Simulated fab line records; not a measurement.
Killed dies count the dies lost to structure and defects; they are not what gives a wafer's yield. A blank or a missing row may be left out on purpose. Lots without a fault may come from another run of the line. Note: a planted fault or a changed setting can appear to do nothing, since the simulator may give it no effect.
What tool caused it?    flow nand harc    13 lots with 39 wafers sampled at 5 steps, on a route of 1159 steps

## WHAT THE GAUGES SHOWED, per wafer
NHARC_END_SORT_01. Usual: killed at array 27, standard deviation 9.9; killed at other 0.6, standard deviation 0.84; killed at periphery 3.7, standard deviation 2.5; killed dies 31, standard deviation 9.9; killed open 3.0, standard deviation 1.6; killed short 1.9, standard deviation 1.2.
lot   measured      on         killed at array  killed at other  killed at periphery  killed dies  killed open  killed short  flag
L672  day 24 07:11  prober-01  33 39 119        2 0 2            7 8 7                42 47 128    5 2 2        1 3 3         OFF

## WHAT TOOL EACH LOT RAN ON (gives the tool, then ch and the chambers of the sampled wafers, and finally the start)
lot   NHARC_A_CONTACT_STRIP_108           NHARC_THIN_TSV_DESCUM_14            NHARC_THIN_TSV_CMP_21          NHARC_THIN_TSV_ETCH_36
L652  rie diel-03 ch 0,2,3, day 17 02:48  rie diel-02 ch 0,2,3, day 18 11:44  cmp-03 ch 0,1,2, day 18 16:00  rie metal-03 ch 1, day 18 17:58
L654  rie diel-03 ch 0,2,3, day 17 07:29  rie diel-10 ch 0,2,3, day 18 23:29  cmp-02 ch 0,2, day 19 03:37    rie metal-01 ch 0,1, day 19 05:47
L653  rie diel-08 ch 0,2,3, day 17 15:55  rie diel-10 ch 1,2,3, day 19 06:58  cmp-02 ch 0,1,3, day 19 11:08  rie metal-02 ch 0,1, day 19 13:19
L656  rie diel-06 ch 0,1,3, day 17 21:11  rie diel-10 ch 0,2,3, day 19 14:17  cmp-04 ch 0,1,2, day 19 18:51  rie metal-03 ch 0,1, day 19 20:49
L655  rie diel-06 ch 2,3, day 17 23:56    rie diel-10 ch 2,3, day 19 12:57    cmp-04 ch 1,2,3, day 19 17:14  rie metal-01 ch 0,1, day 19 19:26
L657  rie diel-03 ch 0,2,3, day 18 02:32  rie diel-02 ch 0,2,3, day 19 19:24  cmp-03 ch 1,2,3, day 19 23:58  rie metal-02 ch 0,1, day 20 02:04
L658  rie diel-08 ch 2,3, day 18 19:11    rie diel-02 ch 1,2,3, day 20 22:46  cmp-02 ch 1,2,3, day 21 03:22  rie metal-01 ch 0,1, day 21 05:30
L659  rie diel-03 ch 0,1, day 19 08:47    rie diel-07 ch 0,1, day 21 01:19    cmp-02 ch 0,2,3, day 21 05:28  rie metal-03 ch 0,1, day 21 07:29
L661  rie diel-08 ch 1,2,3, day 19 10:19  rie diel-02 ch 0,3, day 21 00:00    cmp-02 ch 0,1, day 21 04:23    rie metal-02 ch 0,1, day 21 06:34
L662  rie diel-06 ch 0,2,3, day 19 21:07  rie diel-02 ch 0,3, day 21 06:50    cmp-03 ch 0,2,3, day 21 11:08  rie metal-03 ch 0,1, day 21 13:17
L660  rie diel-08 ch 0,1,3, day 20 02:40  rie diel-10 ch 0,2,3, day 21 11:54  cmp-04 ch 2,3, day 21 16:12    rie metal-01 ch 0,1, day 21 18:20
L663  rie diel-03 ch 0,3, day 20 08:22    rie diel-02 ch 1,2,3, day 21 16:41  cmp-02 ch 0,2,3, day 21 20:51  rie metal-02 ch 0,1, day 21 22:59
L672  rie diel-03 ch 1,2,3, day 22 06:56  rie diel-10 ch 0,2, day 23 13:29    cmp-04 ch 1,2, day 23 18:43    rie metal-02 ch 0,1, day 23 20:44
- NHARC_A_CONTACT_STRIP_108: strips in CF4/CHF3.
- NHARC_THIN_TSV_DESCUM_14: chemistry O2, time 3 s.
- NHARC_THIN_TSV_CMP_21: polishes, t overpolish 30 s, target thk 2000 nm.
- NHARC_THIN_TSV_ETCH_36: etches the open film in Cl2/BCl3, target depth 65 nm, time 18.571 s.

## AS READ BY THE TOOLS THEMSELVES (means over the sampled wafers that have a number; for cases with no such wafer, the mark the record gives instead)
NHARC_THIN_TSV_DESCUM_14. Usual: drypump motor current A 5.7 A, standard deviation 0.36; oes product au 1.001 a.u., standard deviation 0.0096; rf vpp V 57.7 V, standard deviation 0.87; showerhead plenum p Torr 1.88 Torr, standard deviation 0.081; throttle valve pct 11.312 %, standard deviation 0.0084.
lot   tool         drypump motor current A (A)  oes product au (a.u.)  rf vpp V (V)  showerhead plenum p Torr (Torr)  throttle valve pct (%)  flag
L652  rie diel-02  5.3                          1.008                  58.0          1.91                             11.321                  
L654  rie diel-10  5.9                          1.000                  57.0          1.88                             11.311                  
L653  rie diel-10  5.9                          1.000                  58.1          1.91                             11.309                  
L656  rie diel-10  5.9                          1.008                  57.7          1.88                             11.301                  
L655  rie diel-10  6.0                          0.994                  58.6          1.91                             11.311                  
L657  rie diel-02  5.3                          1.007                  57.8          1.91                             11.307                  
L658  rie diel-02  5.7                          0.987                  59.1          1.89                             11.302                  
L659  rie diel-07  5.6                          0.996                  57.0          1.88                             11.313                  
L661  rie diel-02  5.1                          1.012                  57.5          1.84                             11.313                  
L662  rie diel-02  5.3                          1.004                  57.9          1.86                             11.314                  
L660  rie diel-10  6.0                          1.009                  57.9          1.88                             11.309                  
L663  rie diel-02  5.7                          0.995                  57.8          1.89                             11.311                  
L672  rie diel-10  5.9                          0.993                  58.1          1.84                             11.318                  

NHARC_THIN_TSV_CMP_21. Usual: edge zone pressure frac 1.000, standard deviation 0.0046; motor current A 11.8 A, standard deviation 1.2; overpolish run s 30.000 s, standard deviation 0.009.
lot   tool    edge zone pressure frac  motor current A (A)  overpolish run s (s)  flag
L652  cmp-03  0.999                    12.3                 29.996                
L654  cmp-02  1.000                    13.1                 30.004                
L653  cmp-02  1.002                    10.9                 29.996                
L656  cmp-04  0.999                    12.0                 30.006                
L655  cmp-04  0.998                    12.0                 29.999                
L657  cmp-03  0.996                    12.1                 29.994                
L658  cmp-02  1.000                    12.0                 30.001                
L659  cmp-02  1.001                    11.7                 29.989                
L661  cmp-02  0.998                    11.6                 30.005                
L662  cmp-03  1.002                    11.5                 30.000                
L660  cmp-04  0.998                    11.6                 29.997                
L663  cmp-02  1.003                    11.6                 30.005                
L672  cmp-04  1.007                    11.7                 29.996                

NHARC_THIN_TSV_ETCH_36. Usual: drypump motor current A 5.78 A, standard deviation 0.21; oes product au 0.997 a.u., standard deviation 0.0074.
lot   tool          drypump motor current A (A)  oes product au (a.u.)  flag
L652  rie metal-03  5.81                         0.994                  
L654  rie metal-01  5.59                         0.997                  
L653  rie metal-02  5.76                         1.005                  
L656  rie metal-03  5.96                         0.996                  
L655  rie metal-01  5.58                         0.999                  
L657  rie metal-02  5.76                         0.997                  
L658  rie metal-01  5.57                         0.994                  
L659  rie metal-03  6.09                         0.997                  
L661  rie metal-02  5.84                         0.992                  
L662  rie metal-03  6.09                         1.000                  
L660  rie metal-01  5.57                         1.005                  
L663  rie metal-02  5.85                         0.987                  
L672  rie metal-02  5.83                         0.987                  

## THE ANSWER, worked out from the rows above alone
Rule: take the mean of a lot's wafers that have a number; if it is more than 3 standard deviations from the usual mean, the lot is off. Also off: a lot with no number at a reading for which 4 or more lots have one. Where the step has rows for the other lots, those lots are counted as sound. After the gauges, taken in route order, come the tools' own readings; for these a lot's mean is taken, as printed above. The first step at which some lot is off is used, and at that step the reading that is off furthest; a lot without a number counts as furthest.
Off: L672, at NHARC_END_SORT_01 (killed dies). Neither off nor sound, because the step has no rows for them: L652, L654, L653, L656, L655, L657, L658, L659, L661, L662, L660, L663.
If a tool, at a process step before that reading, ran all the lots that are off and no sound lot after the first of them, it fits. The gauges at NHARC_END_SORT_01 are tried like those tools. Can't be told from this: 5 tools fit, rie diel-03 at NHARC_A_CONTACT_STRIP_108, rie diel-10 at NHARC_THIN_TSV_DESCUM_14, cmp-04 at NHARC_THIN_TSV_CMP_21, rie metal-02 at NHARC_THIN_TSV_ETCH_36, prober-01 at NHARC_END_SORT_01.

## WHAT THE SIMULATOR HAD PUT IN
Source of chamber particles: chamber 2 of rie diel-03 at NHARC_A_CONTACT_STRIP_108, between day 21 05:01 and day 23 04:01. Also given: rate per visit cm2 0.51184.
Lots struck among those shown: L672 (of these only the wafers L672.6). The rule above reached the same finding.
